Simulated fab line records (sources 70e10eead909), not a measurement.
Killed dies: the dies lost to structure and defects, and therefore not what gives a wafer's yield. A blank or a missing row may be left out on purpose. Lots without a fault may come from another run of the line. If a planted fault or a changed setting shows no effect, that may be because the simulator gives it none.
Matching of chambers    flow nand harc    NHARC_A_CHANNEL_FILL_D1_CMP_10 on cmp-01 has 4 sister chambers
The step polishes, target thk 150 nm. 4 wafers are shown with their chamber, then 9 later ones without.

## WAFERS, EACH WITH ITS CHAMBER
wafer   chamber  time to endpoint s (s)
L085.5  3        10.9
L085.1  0        16.2
L085.3  1        19.2
L085.6  2        11.9

## WAFERS WITHOUT THEIR CHAMBER
wafer   time to endpoint s (s)
L095.1  12.7
L095.3  17.4
L095.5  13.7
L095.2  10.7
L095.4  15.9
L095.6  12.2
L096.1  14.9
L096.2  20.2
L096.3  14.6

## WHICH CHAMBER EACH WENT THROUGH
wafer   from the rows above           in truth
L095.1  can't be placed: 2 or 3       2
L095.3  can't be placed: 0 or 1       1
L095.5  can't be placed: 2 or 0 or 3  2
L095.2  can't be placed: 3 or 2       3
L095.4  0                             0
L095.6  can't be placed: 2 or 3       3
L096.1  can't be placed: 0 or 2       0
L096.2  1                             1
L096.3  can't be placed: 0 or 2 or 3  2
Correctly placed: 2 of 9. These rows do not allow placing 7 (true chamber among the candidates in 7). 0 placed wrongly.
How it was worked out, from the rows above alone: a wafer's distance from a chamber is the root of the sum, over the readings, of the square of ((its reading less the chamber's mean) divided by the reading's scatter). If the next closest chamber is less than 2 further off than the closest, the wafer can't be placed; otherwise it belongs to the closest. A chamber's mean is the mean of its shown wafers. The scatter: with one shown wafer a chamber, the root of the mean of the squares of how far each hidden wafer lies from its nearest shown one.
